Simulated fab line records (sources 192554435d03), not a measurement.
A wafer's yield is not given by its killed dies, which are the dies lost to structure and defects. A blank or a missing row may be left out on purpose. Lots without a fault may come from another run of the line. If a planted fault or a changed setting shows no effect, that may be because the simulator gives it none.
Which tool is to blame?	flow n5-finfet	24 lots with 72 wafers sampled at 6 steps, on a route of 1938 steps

## WHAT THE GAUGES READ, wafer by wafer
N5_BEOL_M10_THK_MEAS_01.
lot	measured	on	M10_ILD_THK (nm)
L074	day 11 12:44	film-metro-01	272 273 275
L075	day 12 20:32	film-metro-01	268 265 269
L076	day 13 02:49	film-metro-02	262 267 268
L077	day 13 11:10	film-metro-01	270 266 271
L078	day 13 20:33	film-metro-01	267 266 273
L080	day 14 03:25	film-metro-02	267 263 269
L081	day 14 08:25	film-metro-01	265 264 269
L083	day 14 12:19	film-metro-01	265 269 269
L082	day 14 16:40	film-metro-02	266 267 272
L084	day 14 18:53	film-metro-01	261 264 266
L085	day 15 06:01	film-metro-01	269 271 271
L086	day 15 07:50	film-metro-02	274 269 276
L092	day 15 08:22	film-metro-01	264 264 271
L088	day 15 21:14	film-metro-02	267 272 274
L087	day 16 01:46	film-metro-01	263 271 270
L089	day 16 04:37	film-metro-02	268 273 271
L090	day 16 06:14	film-metro-01	270 273 271
L091	day 16 12:50	film-metro-01	266 265 271
L093	day 16 13:53	film-metro-01	270 273 272
L097	day 17 19:15	film-metro-02	267 270 272
L096	day 17 19:36	film-metro-01	267 270 272
L079	day 17 20:21	film-metro-01	268 268 274
L094	day 18 13:25	film-metro-01	263 261 266
L095	day 18 19:37	film-metro-02	262 267 265

N5_BEOL_M10_OVL_MEAS_12.
lot	measured	on	M10_OVL (nm)
L074	day 11 15:13	overlay-02	0.6 1.1 0.1
L075	day 12 23:32	overlay-01	0.2 -1.0 -0.4
L076	day 13 04:15	overlay-02	0.6 1.3 0.7
L077	day 13 12:56	overlay-02	-0.2 -0.5 -1.3
L078	day 13 21:44	overlay-02	-0.8 -0.3 -0.4
L080	day 14 05:19	overlay-02	0.8 0.4 -0.2
L081	day 14 09:43	overlay-01	0.4 0.0 1.3
L083	day 14 15:05	overlay-01	1.9 -0.1 1.4
L082	day 14 18:26	overlay-01	0.9 1.2 1.5
L084	day 14 19:59	overlay-02	-0.5 -0.4 0.6
L085	day 15 07:31	overlay-01	0.4 -0.4 0.7
L086	day 15 08:28	overlay-01	-0.2 1.0 0.7
L092	day 15 08:59	overlay-01	-0.3 0.0 -0.4
L088	day 15 22:58	overlay-02	-0.3 -0.7 -0.1
L087	day 16 04:01	overlay-01	-0.5 0.2 -0.2
L089	day 16 10:02	overlay-01	0.7 -0.2 0.3
L090	day 16 10:14	overlay-02	0.4 1.7 0.9
L091	day 16 13:33	overlay-01	1.3 0.7 0.0
L093	day 16 15:24	overlay-02	1.5 0.4 0.6
L097	day 17 21:39	overlay-02	0.5 0.0 -0.1
L096	day 17 22:05	overlay-02	1.0 -0.6 0.6
L079	day 17 22:15	overlay-01	-1.4 0.0 0.8
L094	day 18 17:13	overlay-01	0.3 -0.4 0.0
L095	day 18 21:21	overlay-01	1.1 1.2 0.4

N5_BEOL_M10_INSPECT_13: inspects for defects (brightfield).
lot	measured	on	raw-defect-count
L074	day 11 15:14	defect-inspect-02	272 439 524
L075	day 12 23:34	defect-inspect-02	355 310 313
L076	day 13 04:16	defect-inspect-01	368 608 574
L077	day 13 12:57	defect-inspect-01	503 446 613
L078	day 13 21:45	defect-inspect-01	372 339 401
L080	day 14 05:20	defect-inspect-01	486 463 439
L081	day 14 09:44	defect-inspect-01	498 472 449
L083	day 14 15:06	defect-inspect-01	311 334 354
L082	day 14 18:28	defect-inspect-01	346 525 343
L084	day 14 20:00	defect-inspect-02	427 305 377
L085	day 15 07:33	defect-inspect-01	700 661 579
L086	day 15 08:29	defect-inspect-02	539 541 552
L092	day 15 09:01	defect-inspect-02	234 264 358
L088	day 15 22:59	defect-inspect-01	541 556 421
L087	day 16 04:02	defect-inspect-01	411 643 589
L089	day 16 10:04	defect-inspect-01	399 522 422
L090	day 16 10:16	defect-inspect-02	450 582 438
L091	day 16 13:35	defect-inspect-02	427 571 500
L093	day 16 15:26	defect-inspect-01	527 533 450
L097	day 17 21:40	defect-inspect-01	447 401 369
L096	day 17 22:07	defect-inspect-01	672 305 535
L079	day 17 22:16	defect-inspect-01	275 435 368
L094	day 18 17:14	defect-inspect-01	428 587 416
L095	day 18 21:22	defect-inspect-01	529 359 414

N5_BEOL_M10_INSPECT_30: inspects for defects (brightfield).
lot	measured	on	raw-defect-count
L074	day 11 17:44	defect-inspect-02	271 449 543
L075	day 13 02:26	defect-inspect-02	348 335 316
L076	day 13 07:04	defect-inspect-02	328 558 526
L077	day 13 14:01	defect-inspect-01	513 472 653
L078	day 13 23:46	defect-inspect-02	338 315 347
L080	day 14 08:43	defect-inspect-01	467 469 438
L081	day 14 10:42	defect-inspect-01	508 482 445
L083	day 14 16:41	defect-inspect-02	290 318 326
L082	day 14 19:46	defect-inspect-01	352 527 353
L084	day 14 22:37	defect-inspect-01	451 325 432
L085	day 15 10:18	defect-inspect-01	745 676 569
L086	day 15 09:58	defect-inspect-02	535 584 539
L092	day 15 10:08	defect-inspect-02	226 273 383
L088	day 16 00:11	defect-inspect-01	557 562 421
L087	day 16 09:08	defect-inspect-01	412 642 568
L089	day 16 11:02	defect-inspect-02	360 473 398
L090	day 16 11:23	defect-inspect-02	436 615 433
L091	day 16 14:33	defect-inspect-01	503 601 537
L093	day 16 18:31	defect-inspect-02	484 491 385
L097	day 17 23:36	defect-inspect-02	409 365 358
L096	day 17 23:47	defect-inspect-02	626 290 490
L079	day 17 23:44	defect-inspect-02	253 396 327
L094	day 18 20:10	defect-inspect-01	435 595 420
L095	day 19 00:17	defect-inspect-01	513 366 431

## WHAT TOOL EACH LOT RAN ON (gives the tool, then ch and the chambers of the sampled wafers, and finally the start)
lot	N5_BEOL_M10_STRIP_67	N5_BEOL_M10_HM_OPEN_17
L074	rie-diel-04 ch 2,3, day 11 15:53	rie-metal-01 ch 0,1, day 11 15:58
L075	rie-diel-02 ch 1,2, day 12 23:49	rie-metal-02 ch 0,1, day 12 23:52
L076	rie-diel-05 ch 2,3, day 13 04:40	rie-metal-02 ch 1, day 13 04:42
L077	rie-diel-04 ch 2,3, day 13 13:13	rie-metal-02 ch 0,1, day 13 13:16
L078	rie-diel-02 ch 0,2,3, day 13 22:01	rie-metal-02 ch 0,1, day 13 22:04
L080	rie-diel-04 ch 0,3, day 14 05:37	rie-metal-01 ch 0,1, day 14 05:39
L081	rie-diel-02 ch 0,1,3, day 14 10:01	rie-metal-03 ch 0,1, day 14 10:03
L083	rie-diel-02 ch 2,3, day 14 15:22	rie-metal-02 ch 0,1, day 14 15:25
L082	rie-diel-04 ch 0,1,2, day 14 18:47	rie-metal-03 ch 0,1, day 14 18:52
L084	rie-diel-05 ch 0,1, day 14 20:17	rie-metal-02 ch 0,1, day 14 20:22
L085	rie-diel-02 ch 0,1,3, day 15 07:55	rie-metal-03 ch 0,1, day 15 07:59
L086	rie-diel-04 ch 2,3, day 15 08:45	rie-metal-03 ch 0,1, day 15 08:47
L092	rie-diel-05 ch 0,3, day 15 09:17	rie-metal-03 ch 0,1, day 15 09:19
L088	rie-diel-04 ch 2,3, day 15 23:22	rie-metal-01 ch 0,1, day 15 23:26
L087	rie-diel-02 ch 0,1,3, day 16 04:27	rie-metal-01 ch 0,1, day 16 04:31
L089	rie-diel-05 ch 1,2,3, day 16 10:28	rie-metal-02 ch 0,1, day 16 10:31
L090	rie-diel-04 ch 0,1, day 16 10:38	rie-metal-01 ch 0,1, day 16 10:41
L091	rie-diel-02 ch 0,1, day 16 13:50	rie-metal-01 ch 0,1, day 16 13:53
L093	rie-diel-05 ch 0,1, day 16 15:41	rie-metal-03 ch 0,1, day 16 15:50
L097	rie-diel-04 ch 0,2, day 17 21:56	rie-metal-01 ch 0,1, day 17 21:59
L096	rie-diel-04 ch 2,3, day 17 22:23	rie-metal-03 ch 1, day 17 22:25
L079	rie-diel-02 ch 0,3, day 17 22:38	rie-metal-01 ch 0,1, day 17 22:41
L094	rie-diel-05 ch 0,1, day 18 17:37	rie-metal-03 ch 0,1, day 18 17:39
L095	rie-diel-02 ch 1,3, day 18 22:02	rie-metal-02 ch 0,1, day 18 22:04
- N5_BEOL_M10_STRIP_67: strips in CF4.
- N5_BEOL_M10_HM_OPEN_17: chemistry Cl2/BCl3, target TiN, target depth 20 nm, overetch 6 nm.

## AS READ BY THE TOOLS THEMSELVES (means over the sampled wafers that have a number; for cases with no such wafer, the mark the record gives instead)
N5_BEOL_M10_STRIP_67.
lot	tool	drypump-motor-current-A (A)	oes-product-au (a.u.)	rf-vpp-V (V)	showerhead-plenum-p-Torr (Torr)	throttle-valve-pct (%)
L074	rie-diel-04	5.7	0.69	270.7	1.82	13.82
L075	rie-diel-02	5.1	0.70	270.8	1.78	13.89
L076	rie-diel-05	5.6	0.71	272.3	1.82	13.63
L077	rie-diel-04	5.9	0.79	271.7	1.79	13.61
L078	rie-diel-02	5.6	0.80	271.5	1.80	13.61
L080	rie-diel-04	5.6	0.92	271.2	1.81	13.29
L081	rie-diel-02	5.9	0.80	271.2	1.80	13.57
L083	rie-diel-02	5.5	0.84	271.9	1.81	13.53
L082	rie-diel-04	5.8	0.85	270.0	1.79	13.35
L084	rie-diel-05	6.2	0.74	270.2	1.77	13.61
L085	rie-diel-02	5.9	0.79	271.6	1.80	13.59
L086	rie-diel-04	5.9	0.77	270.9	1.79	13.64
L092	rie-diel-05	5.7	0.70	272.6	1.82	13.72
L088	rie-diel-04	5.6	0.83	271.0	1.82	13.52
L087	rie-diel-02	5.9	0.78	271.3	1.80	13.62
L089	rie-diel-05	5.8	0.81	271.1	1.78	13.41
L090	rie-diel-04	5.5	0.89	271.6	1.81	13.17
L091	rie-diel-02	6.1	0.74	271.3	1.79	13.70
L093	rie-diel-05	6.2	0.72	269.4	1.77	13.65
L097	rie-diel-04	6.2	0.91	270.7	1.76	13.23
L096	rie-diel-04	5.6	0.89	272.2	1.81	13.38
L079	rie-diel-02	6.1	0.79	271.9	1.80	13.56
L094	rie-diel-05	6.2	0.71	270.3	1.76	13.70
L095	rie-diel-02	5.8	0.88	272.0	1.80	13.37

N5_BEOL_M10_HM_OPEN_17.
lot	tool	drypump-motor-current-A (A)	he-backside-leak-sccm (sccm)	oes-product-au (a.u.)	throttle-valve-pct (%)
L074	rie-metal-01	6.4	3.34	0.67	22.13
L075	rie-metal-02	5.8	3.28	0.74	22.07
L076	rie-metal-02	5.6	3.48	0.72	22.12
L077	rie-metal-02	5.8	3.24	0.73	22.07
L078	rie-metal-02	5.8	3.18	0.73	22.09
L080	rie-metal-01	6.3	3.50	0.66	22.09
L081	rie-metal-03	6.0	3.32	0.70	22.10
L083	rie-metal-02	5.8	3.34	0.72	22.08
L082	rie-metal-03	6.2	3.84	0.71	22.14
L084	rie-metal-02	6.2	3.13	0.73	22.05
L085	rie-metal-03	6.2	3.32	0.72	22.14
L086	rie-metal-03	6.0	3.30	0.70	22.10
L092	rie-metal-03	5.9	3.33	0.69	22.11
L088	rie-metal-01	6.4	3.42	0.65	22.15
L087	rie-metal-01	6.4	3.41	0.64	22.15
L089	rie-metal-02	5.8	3.39	0.71	22.09
L090	rie-metal-01	6.4	3.29	0.65	22.15
L091	rie-metal-01	6.2	3.44	0.65	22.09
L093	rie-metal-03	6.0	3.43	0.69	22.11
L097	rie-metal-01	6.2	3.50	0.63	22.13
L096	rie-metal-03	6.6	3.56	0.72	22.18
L079	rie-metal-01	6.2	3.51	0.64	22.12
L094	rie-metal-03	6.3	3.48	0.70	22.15
L095	rie-metal-02	5.9	3.38	0.69	22.10

## THE ANSWER, worked out from the rows above alone
Rule: usual is defined by the lots themselves. The widest of any qualifying gaps counts: lots, ordered by their means at a reading, are off when they make up no more than a third of the lots, leave a main group of 4 or more, and stand apart from it by 3 or more times the standard deviation of that group's means. A main group whose means are all the same, to the digits that the tables above print for the reading, isn't used. Also off: a lot with no number at a reading for which 4 or more lots have one. Any other lot the step has rows for is counted as sound. The gauges are gone through in route order, then the tools' own readings, and for those a lot's mean is taken as printed above. At the first step where some lot is off, the reading lying furthest off is the one used; lots without a number count as furthest.
No lot is off on any of the readings shown, so nothing can be concluded from this.

## WHAT WAS PUT IN BY THE SIMULATOR
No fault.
